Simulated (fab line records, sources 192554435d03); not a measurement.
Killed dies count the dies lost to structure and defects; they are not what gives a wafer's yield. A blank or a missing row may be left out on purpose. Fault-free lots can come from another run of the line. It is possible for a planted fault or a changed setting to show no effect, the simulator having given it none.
Which tool did it? || flow n5 finfet || 31 wafers from 11 lots sampled at 5 of the route's 1938 steps

WHAT THE GAUGES READ, wafer by wafer
N5_BEOL_M4_RC_MEAS_101. Usual: DIBL_N 35.1 mV/V, standard deviation 1.6; DIBL_P 34.9 mV/V, standard deviation 1.8; IOFF_N 0.143 nA/um, standard deviation 0.026; IOFF_P 0.21 nA/um, standard deviation 0.037; ION_N 671 uA/um, standard deviation 11; ION_P 463 uA/um, standard deviation 7.8; SS_N 71.2 mV/dec, standard deviation 0.58; SS_P 73.0 mV/dec, standard deviation 0.54; VT_N 251 mV, standard deviation 3; VT_P -250 mV, standard deviation 4.1.
{"lot": "L384", "measured": "day 8 19:02", "on": "prober-02", "DIBL_N (mV/V)": "36.0 35.5 38.2", "DIBL_P (mV/V)": "35.6 35.7 37.7", "IOFF_N (nA/um)": "0.173 0.165 0.214", "IOFF_P (nA/um)": "0.22 0.23 0.27", "ION_N (uA/um)": "682 682 690", "ION_P (uA/um)": "468 468 469", "SS_N (mV/dec)": "71.7 71.4 71.7", "SS_P (mV/dec)": "73.0 73.1 73.6", "VT_N (mV)": "248 247 246", "VT_P (mV)": "-247 -244 -242", "flag": ""}
{"lot": "L386", "measured": "day 8 23:17", "on": "prober-02", "DIBL_N (mV/V)": "32.9 34.7 35.1", "DIBL_P (mV/V)": "32.2 34.7 35.1", "IOFF_N (nA/um)": "0.110 0.137 0.147", "IOFF_P (nA/um)": "0.18 0.21 0.22", "ION_N (uA/um)": "663 678 680", "ION_P (uA/um)": "462 472 464", "SS_N (mV/dec)": "69.8 70.9 71.3", "SS_P (mV/dec)": "72.5 72.8 72.7", "VT_N (mV)": "255 250 252", "VT_P (mV)": "-249 -248 -249", "flag": ""}
{"lot": "L387", "measured": "day 9 04:28", "on": "prober-01", "DIBL_N (mV/V)": "33.5 33.3 34.0", "DIBL_P (mV/V)": "33.1 32.9 33.4", "IOFF_N (nA/um)": "0.131 0.129 0.138", "IOFF_P (nA/um)": "0.17 0.17 0.16", "ION_N (uA/um)": "676 670 675", "ION_P (uA/um)": "461 453 460", "SS_N (mV/dec)": "71.2 71.2 70.9", "SS_P (mV/dec)": "72.3 73.0 73.1", "VT_N (mV)": "249 251 253", "VT_P (mV)": "-254 -255 -254", "flag": ""}
{"lot": "L389", "measured": "day 9 19:20", "on": "prober-02", "DIBL_N (mV/V)": "33.6 31.6 31.3", "DIBL_P (mV/V)": "34.0 31.3 31.5", "IOFF_N (nA/um)": "0.139 0.109 0.106", "IOFF_P (nA/um)": "0.22 0.18 0.18", "ION_N (uA/um)": "672 659 655", "ION_P (uA/um)": "467 467 457", "SS_N (mV/dec)": "71.6 70.8 70.6", "SS_P (mV/dec)": "73.1 71.9 71.9", "VT_N (mV)": "250 252 253", "VT_P (mV)": "-246 -249 -247", "flag": ""}
{"lot": "L391", "measured": "day 10 21:08", "on": "prober-01", "DIBL_N (mV/V)": "35.0 34.8 35.4", "DIBL_P (mV/V)": "34.1 33.8 34.2", "IOFF_N (nA/um)": "0.118 0.119 0.134", "IOFF_P (nA/um)": "0.16 0.15 0.16", "ION_N (uA/um)": "657 654 675", "ION_P (uA/um)": "451 450 453", "SS_N (mV/dec)": "71.6 71.5 71.7", "SS_P (mV/dec)": "72.6 72.9 72.6", "VT_N (mV)": "257 255 253", "VT_P (mV)": "-256 -261 -255", "flag": ""}
{"lot": "L390", "measured": "day 11 01:00", "on": "prober-01", "DIBL_N (mV/V)": "34.3 35.9 33.5", "DIBL_P (mV/V)": "35.1 36.5 34.4", "IOFF_N (nA/um)": "0.135 0.155 0.131", "IOFF_P (nA/um)": "0.20 0.23 0.20", "ION_N (uA/um)": "681 691 668", "ION_P (uA/um)": "467 467 469", "SS_N (mV/dec)": "71.2 71.6 71.2", "SS_P (mV/dec)": "73.2 73.7 72.3", "VT_N (mV)": "254 251 252", "VT_P (mV)": "-248 -246 -250", "flag": ""}
{"lot": "L395", "measured": "day 11 10:08", "on": "prober-01", "DIBL_N (mV/V)": "34.9 35.5 34.3", "DIBL_P (mV/V)": "33.6 35.2 33.2", "IOFF_N (nA/um)": "0.126 0.131 0.118", "IOFF_P (nA/um)": "0.17 0.18 0.16", "ION_N (uA/um)": "671 661 664", "ION_P (uA/um)": "460 459 454", "SS_N (mV/dec)": "71.2 70.9 70.7", "SS_P (mV/dec)": "72.4 73.8 72.8", "VT_N (mV)": "255 254 254", "VT_P (mV)": "-254 -254 -256", "flag": ""}
{"lot": "L397", "measured": "day 12 20:10", "on": "prober-02", "DIBL_N (mV/V)": "32.1 35.3", "DIBL_P (mV/V)": "33.4 36.2", "IOFF_N (nA/um)": "0.114 0.158", "IOFF_P (nA/um)": "0.18 0.21", "ION_N (uA/um)": "667 680", "ION_P (uA/um)": "467 469", "SS_N (mV/dec)": "70.3 71.5", "SS_P (mV/dec)": "72.9 73.1", "VT_N (mV)": "255 250", "VT_P (mV)": "-251 -249", "flag": ""}
{"lot": "L399", "measured": "day 13 04:05", "on": "prober-01", "DIBL_N (mV/V)": "34.3 37.8 39.0", "DIBL_P (mV/V)": "32.9 37.6 37.7", "IOFF_N (nA/um)": "0.113 0.182 0.201", "IOFF_P (nA/um)": "0.21 0.30 0.29", "ION_N (uA/um)": "654 681 676", "ION_P (uA/um)": "457 475 466", "SS_N (mV/dec)": "70.6 71.5 72.7", "SS_P (mV/dec)": "72.9 73.5 74.2", "VT_N (mV)": "259 249 249", "VT_P (mV)": "-250 -243 -243", "flag": ""}
{"lot": "L400", "measured": "day 13 23:42", "on": "prober-02", "DIBL_N (mV/V)": "35.2 35.7", "DIBL_P (mV/V)": "34.0 33.9", "IOFF_N (nA/um)": "0.122 0.121", "IOFF_P (nA/um)": "0.18 0.18", "ION_N (uA/um)": "660 653", "ION_P (uA/um)": "455 454", "SS_N (mV/dec)": "70.7 70.8", "SS_P (mV/dec)": "73.1 73.1", "VT_N (mV)": "254 256", "VT_P (mV)": "-253 -253", "flag": ""}
{"lot": "L405", "measured": "day 14 19:01", "on": "prober-02", "DIBL_N (mV/V)": "38.4 33.5 35.1", "DIBL_P (mV/V)": "38.9 34.8 36.8", "IOFF_N (nA/um)": "0.223 0.133 0.157", "IOFF_P (nA/um)": "0.25 0.19 0.21", "ION_N (uA/um)": "674 675 681", "ION_P (uA/um)": "451 461 466", "SS_N (mV/dec)": "72.7 70.7 70.6", "SS_P (mV/dec)": "74.1 72.9 73.5", "VT_N (mV)": "250 252 248", "VT_P (mV)": "-248 -248 -252", "flag": ""}

WHICH TOOL RAN EACH LOT (tool, then ch and the chambers of the sampled wafers, then the start)
{"lot": "L384", "N5_BEOL_M3_ANNEAL_87": "pvd sputter-02, day 8 00:39", "N5_BEOL_M3_ANNEAL_89": "pvd sputter-02, day 8 00:52", "N5_BEOL_M3_CO_CAP_55": "cvd co-01 ch 0,2, day 8 02:32", "N5_BEOL_M4_PECVD_72": "pecvd-04 ch 0,1,2, day 8 02:53"}
{"lot": "L386", "N5_BEOL_M3_ANNEAL_87": "pvd sputter-01, day 8 06:27", "N5_BEOL_M3_ANNEAL_89": "pvd sputter-01, day 8 06:40", "N5_BEOL_M3_CO_CAP_55": "cvd co-01 ch 0,1,2, day 8 08:26", "N5_BEOL_M4_PECVD_72": "pecvd-03 ch 0,1, day 8 08:49"}
{"lot": "L387", "N5_BEOL_M3_ANNEAL_87": "pvd sputter-02, day 8 13:13", "N5_BEOL_M3_ANNEAL_89": "pvd sputter-02, day 8 13:26", "N5_BEOL_M3_CO_CAP_55": "cvd co-02 ch 0,1,2, day 8 19:46", "N5_BEOL_M4_PECVD_72": "pecvd-04 ch 0,1,2, day 8 20:09"}
{"lot": "L389", "N5_BEOL_M3_ANNEAL_87": "pvd sputter-02, day 9 04:09", "N5_BEOL_M3_ANNEAL_89": "pvd sputter-02, day 9 04:22", "N5_BEOL_M3_CO_CAP_55": "cvd co-02 ch 0,1,2, day 9 08:13", "N5_BEOL_M4_PECVD_72": "pecvd-02 ch 0,1, day 9 08:35"}
{"lot": "L391", "N5_BEOL_M3_ANNEAL_87": "pvd sputter-03, day 9 09:08", "N5_BEOL_M3_ANNEAL_89": "pvd sputter-03, day 9 09:21", "N5_BEOL_M3_CO_CAP_55": "cvd co-02 ch 1,2, day 9 12:04", "N5_BEOL_M4_PECVD_72": "pecvd-03 ch 0,1, day 9 12:28"}
{"lot": "L390", "N5_BEOL_M3_ANNEAL_87": "pvd sputter-03, day 9 12:20", "N5_BEOL_M3_ANNEAL_89": "pvd sputter-03, day 9 12:33", "N5_BEOL_M3_CO_CAP_55": "cvd co-02 ch 0,2, day 9 15:23", "N5_BEOL_M4_PECVD_72": "pecvd-03 ch 0,1, day 9 15:44"}
{"lot": "L395", "N5_BEOL_M3_ANNEAL_87": "pvd sputter-01, day 10 14:28", "N5_BEOL_M3_ANNEAL_89": "pvd sputter-01, day 10 14:41", "N5_BEOL_M3_CO_CAP_55": "cvd co-02 ch 0,1, day 10 18:44", "N5_BEOL_M4_PECVD_72": "pecvd-04 ch 0,2, day 10 19:05"}
{"lot": "L397", "N5_BEOL_M3_ANNEAL_87": "pvd sputter-02, day 11 23:42", "N5_BEOL_M3_ANNEAL_89": "pvd sputter-02, day 11 23:55", "N5_BEOL_M3_CO_CAP_55": "cvd co-02 ch 0,1, day 12 01:34", "N5_BEOL_M4_PECVD_72": "pecvd-02 ch 0,2, day 12 01:54"}
{"lot": "L399", "N5_BEOL_M3_ANNEAL_87": "pvd sputter-01, day 12 09:26", "N5_BEOL_M3_ANNEAL_89": "pvd sputter-01, day 12 09:40", "N5_BEOL_M3_CO_CAP_55": "cvd co-02 ch 1,2, day 12 11:20", "N5_BEOL_M4_PECVD_72": "pecvd-02 ch 1,2, day 12 11:41"}
{"lot": "L400", "N5_BEOL_M3_ANNEAL_87": "pvd sputter-03, day 12 18:20", "N5_BEOL_M3_ANNEAL_89": "pvd sputter-03, day 12 18:33", "N5_BEOL_M3_CO_CAP_55": "cvd co-02 ch 2, day 12 20:13", "N5_BEOL_M4_PECVD_72": "pecvd-03 ch 0,2, day 12 20:34"}
{"lot": "L405", "N5_BEOL_M3_ANNEAL_87": "pvd sputter-03, day 13 15:46", "N5_BEOL_M3_ANNEAL_89": "pvd sputter-03, day 13 15:59", "N5_BEOL_M3_CO_CAP_55": "cvd co-01 ch 0,1,2, day 13 17:40", "N5_BEOL_M4_PECVD_72": "pecvd-04 ch 0,1, day 13 18:01"}
- N5_BEOL_M3_ANNEAL_87: time 240 s.
- N5_BEOL_M3_ANNEAL_89: time 240 s.
- N5_BEOL_M3_CO_CAP_55: material Co, precursor CCTBA/H2, target thk 2 nm, time 102.1 s.
- N5_BEOL_M4_PECVD_72: deposits SiO2 from TEOS/O2, target thk 16 nm, time 18 s.

WHAT THE TOOLS THEMSELVES READ (means of the sampled wafers that have a number; where no wafer has one, the mark that the record gives instead)
N5_BEOL_M3_ANNEAL_87. Usual: heater power w reads 841 W (standard deviation 110).
{"lot": "L384", "tool": "pvd sputter-02", "heater power w (W)": 852, "flag": ""}
{"lot": "L386", "tool": "pvd sputter-01", "heater power w (W)": 784, "flag": ""}
{"lot": "L387", "tool": "pvd sputter-02", "heater power w (W)": 924, "flag": ""}
{"lot": "L389", "tool": "pvd sputter-02", "heater power w (W)": 859, "flag": ""}
{"lot": "L391", "tool": "pvd sputter-03", "heater power w (W)": 772, "flag": ""}
{"lot": "L390", "tool": "pvd sputter-03", "heater power w (W)": 800, "flag": ""}
{"lot": "L395", "tool": "pvd sputter-01", "heater power w (W)": 781, "flag": ""}
{"lot": "L397", "tool": "pvd sputter-02", "heater power w (W)": 943, "flag": ""}
{"lot": "L399", "tool": "pvd sputter-01", "heater power w (W)": 781, "flag": ""}
{"lot": "L400", "tool": "pvd sputter-03", "heater power w (W)": 776, "flag": ""}
{"lot": "L405", "tool": "pvd sputter-03", "heater power w (W)": 779, "flag": ""}

N5_BEOL_M3_ANNEAL_89. Usual: heater power w reads 841 W (standard deviation 110).
{"lot": "L384", "tool": "pvd sputter-02", "heater power w (W)": 872, "flag": ""}
{"lot": "L386", "tool": "pvd sputter-01", "heater power w (W)": 780, "flag": ""}
{"lot": "L387", "tool": "pvd sputter-02", "heater power w (W)": 903, "flag": ""}
{"lot": "L389", "tool": "pvd sputter-02", "heater power w (W)": 876, "flag": ""}
{"lot": "L391", "tool": "pvd sputter-03", "heater power w (W)": 785, "flag": ""}
{"lot": "L390", "tool": "pvd sputter-03", "heater power w (W)": 805, "flag": ""}
{"lot": "L395", "tool": "pvd sputter-01", "heater power w (W)": 779, "flag": ""}
{"lot": "L397", "tool": "pvd sputter-02", "heater power w (W)": 944, "flag": ""}
{"lot": "L399", "tool": "pvd sputter-01", "heater power w (W)": 777, "flag": ""}
{"lot": "L400", "tool": "pvd sputter-03", "heater power w (W)": 786, "flag": ""}
{"lot": "L405", "tool": "pvd sputter-03", "heater power w (W)": 769, "flag": ""}

N5_BEOL_M3_CO_CAP_55. Usual: heater power w 235 W, standard deviation 16; run length s 125.0 s, standard deviation 0.51.
{"lot": "L384", "tool": "cvd co-01", "heater power w (W)": 252, "run length s (s)": 124.6, "flag": ""}
{"lot": "L386", "tool": "cvd co-01", "heater power w (W)": 240, "run length s (s)": 124.5, "flag": ""}
{"lot": "L387", "tool": "cvd co-02", "heater power w (W)": 222, "run length s (s)": 125.3, "flag": ""}
{"lot": "L389", "tool": "cvd co-02", "heater power w (W)": 225, "run length s (s)": 125.4, "flag": ""}
{"lot": "L391", "tool": "cvd co-02", "heater power w (W)": 219, "run length s (s)": 125.5, "flag": ""}
{"lot": "L390", "tool": "cvd co-02", "heater power w (W)": 227, "run length s (s)": 125.4, "flag": ""}
{"lot": "L395", "tool": "cvd co-02", "heater power w (W)": 236, "run length s (s)": 125.2, "flag": ""}
{"lot": "L397", "tool": "cvd co-02", "heater power w (W)": 236, "run length s (s)": 111.0, "flag": "OFF"}
{"lot": "L399", "tool": "cvd co-02", "heater power w (W)": 222, "run length s (s)": 116.1, "flag": "OFF"}
{"lot": "L400", "tool": "cvd co-02", "heater power w (W)": 220, "run length s (s)": 111.8, "flag": "OFF"}
{"lot": "L405", "tool": "cvd co-01", "heater power w (W)": 242, "run length s (s)": 125.0, "flag": ""}

N5_BEOL_M4_PECVD_72. Usual: heater power w 709 W, standard deviation 83; showerhead plenum p Torr 8.79 Torr, standard deviation 0.056; throttle valve pct 22.6 %, standard deviation 1.2.
{"lot": "L384", "tool": "pecvd-04", "heater power w (W)": 674, "showerhead plenum p Torr (Torr)": 8.79, "throttle valve pct (%)": 22.8, "flag": ""}
{"lot": "L386", "tool": "pecvd-03", "heater power w (W)": 662, "showerhead plenum p Torr (Torr)": 8.82, "throttle valve pct (%)": 23.6, "flag": ""}
{"lot": "L387", "tool": "pecvd-04", "heater power w (W)": 667, "showerhead plenum p Torr (Torr)": 8.78, "throttle valve pct (%)": 22.6, "flag": ""}
{"lot": "L389", "tool": "pecvd-02", "heater power w (W)": 747, "showerhead plenum p Torr (Torr)": 8.78, "throttle valve pct (%)": 22.5, "flag": ""}
{"lot": "L391", "tool": "pecvd-03", "heater power w (W)": 701, "showerhead plenum p Torr (Torr)": 8.82, "throttle valve pct (%)": 23.4, "flag": ""}
{"lot": "L390", "tool": "pecvd-03", "heater power w (W)": 676, "showerhead plenum p Torr (Torr)": 8.84, "throttle valve pct (%)": 23.6, "flag": ""}
{"lot": "L395", "tool": "pecvd-04", "heater power w (W)": 681, "showerhead plenum p Torr (Torr)": 8.77, "throttle valve pct (%)": 22.6, "flag": ""}
{"lot": "L397", "tool": "pecvd-02", "heater power w (W)": 744, "showerhead plenum p Torr (Torr)": 8.73, "throttle valve pct (%)": 22.4, "flag": ""}
{"lot": "L399", "tool": "pecvd-02", "heater power w (W)": 843, "showerhead plenum p Torr (Torr)": 8.74, "throttle valve pct (%)": 21.1, "flag": ""}
{"lot": "L400", "tool": "pecvd-03", "heater power w (W)": 708, "showerhead plenum p Torr (Torr)": 8.81, "throttle valve pct (%)": 22.3, "flag": ""}
{"lot": "L405", "tool": "pecvd-04", "heater power w (W)": 635, "showerhead plenum p Torr (Torr)": 8.80, "throttle valve pct (%)": 23.0, "flag": ""}

THE ANSWER, worked out from the rows above alone
Rule: lot off if the mean of its wafers having a number is beyond 3 standard deviations from the usual mean. A lot without any number at a reading at which 4 lots or more have one is off too. Where the step has rows for the other lots, those lots are counted as sound. First the gauges in route order, then the tools' own readings, where a lot's mean is used as printed above. The first step at which some lot is off is used, and at that step the reading that is off furthest; a lot without a number counts as furthest.
Off, at N5_BEOL_M3_CO_CAP_55 on run length s: L397, L399, L400.
If a tool, at that step or one of the process steps before it, ran each lot that is off and ran no sound lot following the first of them, it fits. One fits: cvd co-02 at N5_BEOL_M3_CO_CAP_55. Its last sound lot is L395 (day 10 18:44), its first lot that is off L397 (day 12 01:34): a fault that began between those two fits.
On the lots that are off, the tool's own readings at N5_BEOL_M3_CO_CAP_55 differ by more than 5 times the standard deviation of the sound lots' means, which bears it out; run length s reads 113.0 s there versus 125.1 s on the sound lots.

WHAT THE SIMULATOR HAD PUT IN
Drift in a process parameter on cvd co-02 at N5_BEOL_M3_CO_CAP_55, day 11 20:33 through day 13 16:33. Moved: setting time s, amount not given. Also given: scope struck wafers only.
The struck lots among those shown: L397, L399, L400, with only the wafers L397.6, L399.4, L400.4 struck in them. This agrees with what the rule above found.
